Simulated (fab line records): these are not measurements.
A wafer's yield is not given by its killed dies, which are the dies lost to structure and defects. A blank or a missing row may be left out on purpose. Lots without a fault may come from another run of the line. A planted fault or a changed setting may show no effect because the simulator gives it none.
Matching of chambers -- flow n5_finfet -- N5_BEOL_M1_ALD_98 on ald_sin-02 has 4 sister chambers
The step deposits SiO2, target thk 2.5 nm, pulse time 1 s, co reactant pulse time 1 s. 4 wafers are shown with their chamber, then 11 later ones without.

## WAFERS, EACH WITH ITS CHAMBER
wafer,chamber,heater_power_w (W)
L086.4,2,65
L088.4,0,77
L088.5,3,67
L087.1,1,92

## WAFERS WHOSE CHAMBER IS MISSING
wafer,heater_power_w (W)
L087.2,65
L087.5,68
L089.2,95
L089.3,64
L089.5,67
L094.3,66
L094.4,75
L094.5,67
L095.1,69
L095.4,93
L095.6,68

## WHICH CHAMBER EACH WENT THROUGH
wafer,from the rows above,in truth
L087.2,can't be placed: 2 or 3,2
L087.5,can't be placed: 3 or 2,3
L089.2,1,1
L089.3,can't be placed: 2 or 3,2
L089.5,can't be placed: 3 or 2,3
L094.3,can't be placed: 2 or 3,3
L094.4,0,0
L094.5,can't be placed: 3 or 2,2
L095.1,can't be placed: 3 or 2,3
L095.4,1,1
L095.6,can't be placed: 3 or 2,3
Placed correctly: 3 of 11. Can't be placed from these rows: 8 (the true chamber is among the candidates in 8). Wrongly placed: 0.
How it was worked out, from the rows above alone: a wafer's distance from a chamber is the root of the sum, over the readings, of the square of ((its reading less the chamber's mean) divided by the reading's scatter). If the next closest chamber is less than 2 further off than the closest, the wafer can't be placed; otherwise it belongs to the closest. For every chamber, the mean is computed from those of its wafers that are shown. The scatter (one wafer shown for each chamber): square how far every hidden wafer sits from the nearest shown wafer, average those squares and take the square root.
